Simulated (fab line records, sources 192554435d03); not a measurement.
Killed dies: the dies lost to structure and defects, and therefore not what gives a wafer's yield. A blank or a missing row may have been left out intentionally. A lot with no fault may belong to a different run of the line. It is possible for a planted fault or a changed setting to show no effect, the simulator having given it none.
A lot that was struck, set against a sound lot / flow n5-finfet / 37 out of 1938 route steps
Sound: the wafers L536.3, L536.4, L536.6. Wafers L537.2, L537.4, L537.6 were the ones struck. Last of all comes the cause.
Each step with rows lists, per side, the tool, then ch with its chambers, then its first start. Under that, the readings that differ: sound wafers / struck wafers / difference of the means / sigmas: that difference in standard deviations of wafers without a fault.
alike: same words and numbers on both sides, and readings whose means sit less than 2 such deviations apart. not compared: any withheld reading, any reading some wafer has no value for, any bound like >300 that may hide the same value, and any number with overlapping values for which the record gives no deviation.
Wherever a step has rows on one side only, a row that says differs or no value, or a row with sigmas, the two part there. When numbers do not overlap yet have no deviation, they are printed without sigmas and do not part them. Lack of a reading on every wafer of one side parts them only where that side has two or more wafers.

first, 9 steps without rows for these wafers: N5_WELL_APT_SOFTBAKE_20 (time 60 s); N5_WELL_APT_EXPOSE_22 (exposes mask PWELL, defocus 0 nm, target cd 200 nm); N5_WELL_APT_PEB_23 (peb time 90 s); N5_WELL_APT_DEVELOP_24 (develop time 45 s); N5_WELL_APT_HARDBAKE_29 (time 120 s); N5_WELL_APT_DESCUM_30 (chemistry O2, time 7.9 s); N5_WELL_APT_IMPLANT_31; N5_WELL_APT_IMPLANT_32; N5_WELL_APT_STRIP_33 (strips in SPM, time 900 s).
N5_WELL_APT_RTA_34: time 10 s.
  sound on rtp-anneal-01 ch 0, day 3 22:21; struck on rtp-anneal-01 ch 0, day 4 03:49
reading=lamp-power-pct (%); sound=13.03 13.06 13.05; struck=11.30 11.27 11.27; difference=-1.77; sigmas=-33
reading=lamp_zone_1_pct (%); sound=13.002 12.961 12.999; struck=11.301 11.325 11.275; difference=-1.687; sigmas=-58
reading=lamp_zone_2_pct (%); sound=13.048 12.968 12.950; struck=11.236 11.321 11.321; difference=-1.696; sigmas=-61
reading=lamp_zone_3_pct (%); sound=12.994 12.969 12.988; struck=11.306 11.286 11.310; difference=-1.683; sigmas=-67
reading=lamp_zone_4_pct (%); sound=13.024 13.025 12.987; struck=11.321 11.368 11.342; difference=-1.668; sigmas=-62
reading=lamp_zone_5_pct (%); sound=12.955 12.989 12.991; struck=11.282 11.329 11.314; difference=-1.670; sigmas=-62
reading=lamp_zone_6_pct (%); sound=12.951 12.944 12.896; struck=11.213 11.258 11.262; difference=-1.686; sigmas=-58
reading=lamp_zone_7_pct (%); sound=13.465 13.417 13.450; struck=11.641 11.700 11.715; difference=-1.759; sigmas=-65
  alike: wafer_temp_C_max
then, 25 steps without rows for these wafers: N5_WELL_APT_OXIDE_STRIP_42 (strips SiO2 in dHF, time 45 s, target depth 12 nm); N5_WELL_APT_PRECLEAN_36 (cleans in O3/DIW, time 45 s); N5_WELL_APT_PRECLEAN_39 (cleans in dHF, time 60 s); N5_WELL_APT_SRD_37 (time 30 s); N5_WELL_APT_EPI_41 (deposits Si from SiH4/H2, target thk 50 nm, time 297.7 s); N5_PMOS_HMC_CHANNEL_EPI_HM_DEP_34 (deposits SiO2 from TEOS/O2, target thk 36 nm, time 6.9 s); N5_PMOS_HMC_CHANNEL_EPI_COAT_31 (time 60 s, resist thk 66 nm); N5_PMOS_HMC_CHANNEL_EPI_COAT_03 (resist thk 205 nm); N5_PMOS_HMC_CHANNEL_EPI_EBR_05; N5_PMOS_HMC_CHANNEL_EPI_SOFTBAKE_04 (time 60 s); N5_PMOS_HMC_CHANNEL_EPI_EXPOSE_06 (exposes mask PMOS HMC BLK, target cd 240 nm); N5_PMOS_HMC_CHANNEL_EPI_PEB_07 (peb time 60 s); N5_PMOS_HMC_CHANNEL_EPI_DEVELOP_08 (develop time 30 s); N5_PMOS_HMC_CHANNEL_EPI_DESCUM_14 (chemistry O2, time 7.9 s); N5_PMOS_HMC_CHANNEL_EPI_ETCH_32 (etches BARC in N2/H2, stops on SiO2, target depth 85.8 nm, time 50.3 s); N5_PMOS_HMC_CHANNEL_EPI_HM_OPEN_15 (chemistry CHF3/O2, target SiO2, target depth 40.6 nm, time 20.3 s); N5_PMOS_HMC_CHANNEL_EPI_STRIP_33 (strips in N2/H2); N5_PMOS_HMC_CHANNEL_EPI_STRIP_17 (strips in SPM, time 750 s); N5_PMOS_HMC_CHANNEL_EPI_ETCH_38 (etches SiO2 in CF4, target depth 1.5 nm); N5_PMOS_HMC_CHANNEL_EPI_FIN_RECESS_16 (chemistry HBr/Cl2, target Si, target depth 54 nm, time 18 s); N5_PMOS_HMC_CHANNEL_EPI_PRECLEAN_36 (cleans in O3/DIW, time 45 s); N5_PMOS_HMC_CHANNEL_EPI_PRECLEAN_18 (cleans in DHF, time 30 s); N5_PMOS_HMC_CHANNEL_EPI_SRD_19 (time 30 s); N5_PMOS_HMC_CHANNEL_EPI_EPI_20 (deposits SiGe30, target thk 59 nm); N5_PMOS_HMC_CHANNEL_EPI_HM_STRIP_35 (strips SiO2 in dHF, material SiO2, target depth 39.6 nm, time 216 s).
-- here the record skips 6 days between the struck wafers' starts before and after, leaving off in module PMOS_HMC_CHANNEL_EPI and picking up in module BEOL_M4 (first step shown: number 1111 of the route) --
N5_BEOL_M4_RC_MEAS_101:
  sound on prober-02 ch 0, day 9 18:05; struck on prober-02 ch 0, day 10 11:23
reading=IOFF_N_LONG (nA/um); sound=6.04e-05 5.87e-05 5.94e-05; struck=7.21e-05 7.42e-05 7.7e-05; difference=+1.49e-05; sigmas=+7
reading=ION_N (uA/um); sound=687 679 677; struck=645 665 655; difference=-26; sigmas=-2
reading=ION_P (uA/um); sound=470 469 464; struck=445 455 447; difference=-19; sigmas=-2
reading=VT_N (mV); sound=245 247 250; struck=253 253 255; difference=+6; sigmas=+2
reading=VT_P (mV); sound=-249 -247 -248; struck=-258 -253 -256; difference=-8; sigmas=-2
  alike: DIBL_N, DIBL_P, IOFF_N, IOFF_P, SS_N, SS_P
-- a jump in the record: the struck wafers' starts before and after are 4 days apart (it breaks off in module BEOL_M4 and resumes in module PASSIVATION, where the first step shown is number 1936 of the route) --
N5_PASSIVATION_PROBE_49:
  sound on prober-01, day 14 15:07; struck on prober-02, day 14 21:16
reading=sort_bin_8_speed (%); sound=0 0 0; struck=0.08 0 0; difference=+0.03; sigmas=+3
  alike: defect-limited-yield, killed_at_M0_to_M3, killed_at_M4_up, killed-at-contacts, killed-at-front-end, killed-at-other, killed-dies, killed-open, killed-short, sort_bin_5_function, sort_bin_6_memory, sort-n-pass, sort-yield-pct

## WHERE THEY PART
Earliest at N5_WELL_APT_RTA_34; latest, in this record, at N5_PASSIVATION_PROBE_49.

WHY: what had been put in by the simulator
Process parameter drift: rtp-anneal-01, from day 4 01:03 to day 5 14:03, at N5_WELL_APT_RTA_34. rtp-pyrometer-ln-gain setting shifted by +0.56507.
